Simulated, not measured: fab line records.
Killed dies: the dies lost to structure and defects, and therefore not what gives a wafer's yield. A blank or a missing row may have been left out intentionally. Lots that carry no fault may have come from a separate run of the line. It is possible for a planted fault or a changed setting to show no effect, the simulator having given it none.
fab line records    flow nand_harc
record lots=5  wafers=15  last_day=34
route steps=1302 shown A_BONDPAD@1208
lots with no fault: from the same line, run without faults
start_h: hours from the record's first day to the start of the lot's first wafer shown    wait_h: hours from the lot's prior step to this one    " as in the row above    L1.1+2: one row covering several wafers at once    - no value present, or no start provided    * or withheld: withheld    < > ~ a bound
route shown NAME@n: NAME is a module with steps in the file, n the number in the route of the first one    usual: the fault-free wafers' mean and standard deviation    same: alike in all rows    chamber/n: place in a boat    sites: per-site readings    _std_site: the values' standard deviation    _edge_site: the outer-site mean with the inner-site mean subtracted    radius_mm: for every site, how far away it sits from the centre of the wafer    mask NAME#n: copy n    behind: the last tool/chamber to shape the wafer    hold: what put the lot on hold/how long, in hours/how the hold closed    device: the transistor (n, p or np) that didn't switch    end of line: tests of these same wafers at the route's end    a step given without rows: its recipe and nothing more    killed: count of dies lost to structure and defects at first sort (not the wafer's yield)    map: a wafer's dies, marking killed ones x, the rest . and places with no die _
set.NAME: the setting as run; set.NAME@STEP: as run at that earlier step    model.NAME: the simulator's own value behind a step, which no gauge read
certain route steps with their lots: each step a table, each wafer a row
services: when a tool's chamber went out of use (start_h, in hours from the record's first day, below 0 if earlier), for how many hours, and the reason
## steps
# step NHARC_A_BONDPAD_COAT_33
# recipe temp_c=200  time_s=65
# step NHARC_A_BONDPAD_COAT_03
# recipe spin_rpm=2000  resist_thk_nm=600
# step NHARC_A_BONDPAD_SOFTBAKE_04
# recipe temp_c=125  time_s=70
# step NHARC_A_BONDPAD_EBR_05
# step NHARC_A_BONDPAD_EXPOSE_06
# recipe na=0.55  dose_mj=36.99  mask_id=A_BPAD
# step NHARC_A_BONDPAD_PEB_07
# recipe peb_temp_c=128  peb_time_s=80
# step NHARC_A_BONDPAD_DEVELOP_08
# recipe time_s=50  dev_temp_c=22
# step NHARC_A_BONDPAD_CD_MEAS_09
# recipe target_cd_nm=500  landing_energy_ev=500
# usual cd_nm=499.5/2.7
lot.wafer  tool       chamber  start_h  wait_h  cd_nm
L749.2     cd_sem-02  0        564.93   -       504.6
L749.4     "          0        "        "       504.2
L749.5     "          0        "        "       500.2
L751.1     cd_sem-03  0        592.48   -       496.3
L751.3     "          0        "        "       500.1
L751.5     "          0        "        "       495.3
L753.3     cd_sem-03  0        614.96   -       503.0
L753.4     "          0        "        "       499.2
L753.5     "          0        "        "       502.9
L765.2     cd_sem-03  0        717.85   -       499.8
L765.4     "          0        "        "       495.3
L765.5     "          0        "        "       503.2
L769.2     cd_sem-02  0        767.81   -       501.7
L769.4     "          0        "        "       500.6
L769.6     "          0        "        "       500.5
# step NHARC_A_BONDPAD_OVL_MEAS_35
# usual overlay_x_nm=0/4.9  overlay_y_nm=0/5.5
lot.wafer  tool        chamber  start_h  wait_h  overlay_x_nm  overlay_y_nm
L749.2     overlay-01  -        565.02   -       5             -2
L749.4     "           -        "        "       5             -3
L749.5     "           -        "        "       5             -3
L751.1     overlay-02  -        592.57   -       4             -4
L751.3     "           -        "        "       3             -4
L751.5     "           -        "        "       4             -4
L753.3     overlay-01  -        615.04   -       4             -5
L753.4     "           -        "        "       5             -4
L753.5     "           -        "        "       5             -5
L765.2     overlay-02  -        717.94   -       -2            1
L765.4     "           -        "        "       -1            2
L765.5     "           -        "        "       -2            1
L769.2     overlay-01  -        767.90   -       6             7
L769.4     "           -        "        "       6             7
L769.6     "           -        "        "       6             7
# step NHARC_A_BONDPAD_HARDBAKE_10
# recipe temp_c=118  time_s=65
# step NHARC_A_BONDPAD_DESCUM_11
# recipe time_s=3  o2_flow_sccm=200  ar_flow_sccm=0  bias_power_w=0  chemistry=O2
# usual drypump_motor_current_A=5.5/0.35  oes_product_au=1.002/0.012  rf_vpp_V=57.5/0.93  showerhead_plenum_p_Torr=1.90/0.11  throttle_valve_pct=11.311/0.0086
lot.wafer  tool         chamber  start_h  wait_h  drypump_motor_current_A  oes_product_au  rf_hours_counter_h  rf_vpp_V  showerhead_plenum_p_Torr  throttle_valve_pct
L749.2     rie_diel-06  0        565.15   -       5.6                      0.990           2                   56.1      1.78                      11.307
L749.4     "            1        "        "       5.1                      1.008           1                   56.3      1.91                      11.314
L749.5     "            0        "        "       5.6                      1.003           -                   56.5      1.78                      11.313
L751.1     rie_diel-06  0        592.69   -       5.6                      0.996           3                   57.5      1.78                      11.319
L751.3     "            1        "        "       5.1                      0.984           2                   57.5      1.91                      11.311
L751.5     "            1        "        "       5.1                      0.981           -                   58.2      1.91                      11.322
L753.3     rie_diel-01  3        615.18   -       4.9                      1.006           14                  57.3      1.80                      11.320
L753.5     "            3        "        "       4.9                      1.002           -                   57.8      1.80                      11.315
L753.4     "            0        "        "       5.1                      1.020           -                   56.0      2.01                      11.310
L765.4     rie_diel-06  0        718.07   -       5.6                      0.997           1                   57.8      1.78                      11.303
L765.2     "            1        "        "       5.1                      1.003           1                   57.6      1.90                      11.317
L765.5     "            3        "        "       5.5                      1.014           -                   58.0      2.03                      11.306
L769.2     rie_diel-01  3        768.03   -       5.0                      0.986           7                   56.5      1.79                      11.326
L769.6     "            2        "        "       5.4                      0.986           -                   57.1      2.05                      11.321
L769.4     "            3        "        "       4.9                      0.983           -                   56.4      1.79                      11.312
# step NHARC_A_BONDPAD_ETCH_34
# recipe target_depth_a=600  overetch_a=180  time_s=65.91  ion_energy_ev=200  n2_flow_sccm=150  h2_flow_sccm=150  ar_flow_sccm=0  rf_w=400  bias_w=150  chemistry=N2/H2
# usual bias_w=150.1/0.44  drypump_motor_current_A=5.5/0.36  oes_product_au=1.002/0.012  rf_fwd_power_W=396.5/1.6  rf_vpp_V=430/3.2  showerhead_plenum_p_Torr=2.02/0.11  throttle_valve_pct=14.171/0.01
lot.wafer  tool         chamber  start_h  wait_h  bias_w  drypump_motor_current_A  oes_product_au  rf_fwd_power_W  rf_hours_counter_h  rf_vpp_V  showerhead_plenum_p_Torr  throttle_valve_pct
L749.2     rie_diel-06  1        565.23   0.1     149.9   5.1                      0.998           396.0           1                   430       2.03                      14.170
L749.4     "            3        "        "       150.1   5.6                      1.023           394.9           2                   434       2.17                      14.164
L749.5     "            1        "        "       150.1   5.1                      0.991           395.9           -                   429       2.03                      14.157
L751.3     rie_diel-06  0        592.78   0.1     150.2   5.6                      1.005           396.4           3                   427       1.90                      14.172
L751.1     "            2        "        "       150.1   5.6                      1.013           396.6           3                   428       1.90                      14.179
L751.5     "            0        "        "       150.1   5.6                      1.005           396.0           -                   427       1.90                      14.164
L753.3     rie_diel-01  0        615.28   0.1     150.2   5.2                      1.019           398.1           17                  433       2.15                      14.172
L753.5     "            3        "        "       149.2   5.0                      1.000           394.7           -                   428       1.92                      14.163
L753.4     "            0        "        "       150.6   5.1                      1.019           398.0           -                   434       2.15                      14.176
L765.4     rie_diel-06  3        718.16   0.1     149.6   5.6                      1.014           396.8           1                   434       2.17                      14.163
L765.2     "            0        "        "       149.9   5.6                      1.019           394.2           1                   427       1.90                      14.161
L765.5     "            2        "        "       150.7   5.6                      0.991           396.8           -                   427       1.90                      14.160
L769.2     rie_diel-01  0        768.13   0.1     150.0   5.1                      0.988           400.0           5                   434       2.13                      14.181
L769.4     "            3        "        "       149.3   4.9                      0.995           396.7           -                   427       1.90                      14.160
L769.6     "            2        "        "       149.4   5.4                      0.988           396.9           -                   436       2.19                      14.175
# step NHARC_A_BONDPAD_ETCH_12
# recipe target_depth_a=2200  time_s=110  chf3_flow_sccm=50  o2_flow_sccm=10  ar_flow_sccm=200  rf_w=500  bias_w=200  chemistry=CHF3/O2
# usual bias_w=200.0/0.65  drypump_motor_current_A=5.5/0.35  oes_product_au=0.945/0.025  rf_fwd_power_W=496.9/1.7  rf_vpp_V=370/3  showerhead_plenum_p_Torr=2.38/0.13  throttle_valve_pct=20.571/0.0091
lot.wafer  tool         chamber  start_h  wait_h  bias_w  drypump_motor_current_A  oes_product_au  rf_fwd_power_W  rf_hours_counter_h  rf_vpp_V  showerhead_plenum_p_Torr  throttle_valve_pct
L749.4     rie_diel-06  0        565.32   -       199.5   5.6                      0.960           498.1           2                   367       2.25                      20.582
L749.2     "            1        "        "       200.6   5.1                      0.981           497.2           1                   369       2.39                      20.547
L749.5     "            3        "        "       201.2   5.5                      0.987           496.1           -                   374       2.54                      20.579
L751.3     rie_diel-06  1        592.88   -       200.1   5.1                      0.908           494.3           2                   370       2.39                      20.573
L751.1     "            3        "        "       200.4   5.6                      0.942           495.7           3                   376       2.54                      20.584
L751.5     "            1        "        "       199.5   5.1                      0.910           496.6           -                   371       2.39                      20.561
L753.3     rie_diel-01  3        615.40   -       198.4   4.9                      0.912           495.7           14                  369       2.27                      20.560
L753.5     "            0        "        "       199.0   5.1                      0.934           498.5           -                   373       2.52                      20.589
L753.4     "            3        "        "       197.5   5.0                      0.918           496.9           -                   367       2.27                      20.558
L765.2     rie_diel-06  0        718.26   -       199.3   5.6                      0.980           500.1           1                   366       2.25                      20.565
L765.4     "            1        "        "       201.4   5.1                      0.738           293.9           1                   371       2.39                      20.574
L765.5     "            3        "        "       200.1   5.5                      0.975           499.6           -                   373       2.54                      20.589
L769.2     rie_diel-01  0        768.25   -       200.5   5.1                      0.951           498.1           6                   373       2.50                      20.565
L769.6     "            2        "        "       199.3   5.4                      0.955           496.8           -                   373       2.57                      20.551
L769.4     "            0        "        "       200.9   5.1                      0.934           497.1           -                   372       2.50                      20.575
# step NHARC_A_BONDPAD_CD_MEAS_13
# usual cd_nm=499/3.1
lot.wafer  tool       chamber  start_h  wait_h  cd_nm
L749.2     cd_sem-03  -        565.46   -       503
L749.4     "          -        "        "       505
L749.5     "          -        "        "       499
L751.1     cd_sem-01  -        593.01   -       495
L751.3     "          -        "        "       498
L751.5     "          -        "        "       494
L753.3     cd_sem-03  -        615.54   -       503
L753.4     "          -        "        "       499
L753.5     "          -        "        "       503
L765.2     cd_sem-02  -        718.38   -       499
L765.4     "          -        "        "       494
L765.5     "          -        "        "       501
L769.2     cd_sem-01  -        768.39   -       500
L769.4     "          -        "        "       500
L769.6     "          -        "        "       499
## services
tool         chamber  start_h  hours  kind
rie_diel-06  0        542.22   -      clean
rie_diel-06  1        542.22   -      clean
rie_diel-06  2        542.22   -      clean
rie_diel-06  3        542.22   -      clean
rie_diel-01  -        558.53   9.0    pm
rie_diel-06  0        566.79   -      clean
rie_diel-06  1        566.79   -      clean
rie_diel-06  2        566.79   -      clean
rie_diel-06  3        566.79   -      clean
rie_diel-06  0        591.29   -      clean
rie_diel-06  1        591.29   -      clean
rie_diel-06  2        591.29   -      clean
rie_diel-06  3        591.29   -      clean
rie_diel-06  0        615.79   -      clean
rie_diel-06  1        615.79   -      clean
rie_diel-06  3        623.28   8.4    repair
rie_diel-06  -        661.21   9.0    pm
rie_diel-06  0        670.79   7.1    repair
rie_diel-06  1        684.24   3.2    repair
rie_diel-01  1        720.80   17.8   repair
rie_diel-01  3        727.61   5.5    repair
rie_diel-01  -        739.32   9.0    pm
rie_diel-01  1        763.29   9.9    repair
rie_diel-01  3        763.74   2.4    repair
## key
first_sign step=NHARC_A_BONDPAD_ETCH_12  reading=rf_fwd_power_W  direction=down  sigmas=99+  usual=*  struck=*
effect step=NHARC_A_BONDPAD_ETCH_12  reading=oes_product_au  direction=down  sigmas=8.2  usual=0.945  struck=0.738
met_at NHARC_A_BONDPAD_ETCH_12
struck_wafers L765.4
later_rows_left_out L765.4
sort_left_out L765.4
onset_between 592.88 718.26
fault kind=process_parameter_drift  tool=rie_diel-06  chamber=1  onset_h=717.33  steps=NHARC_A_BONDPAD_ETCH_12  channel=rf_w  offset=*  shape=step  end_h=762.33  acts_in=*  stated=*
# sort_left_out: the simulated sort isn't trusted on such a fault, so these wafers' sort isn't shown, and their yield isn't known
# later_rows_left_out: the simulator's readings of these wafers behind a module that went badly wrong aren't trusted and aren't shown, but for the sort
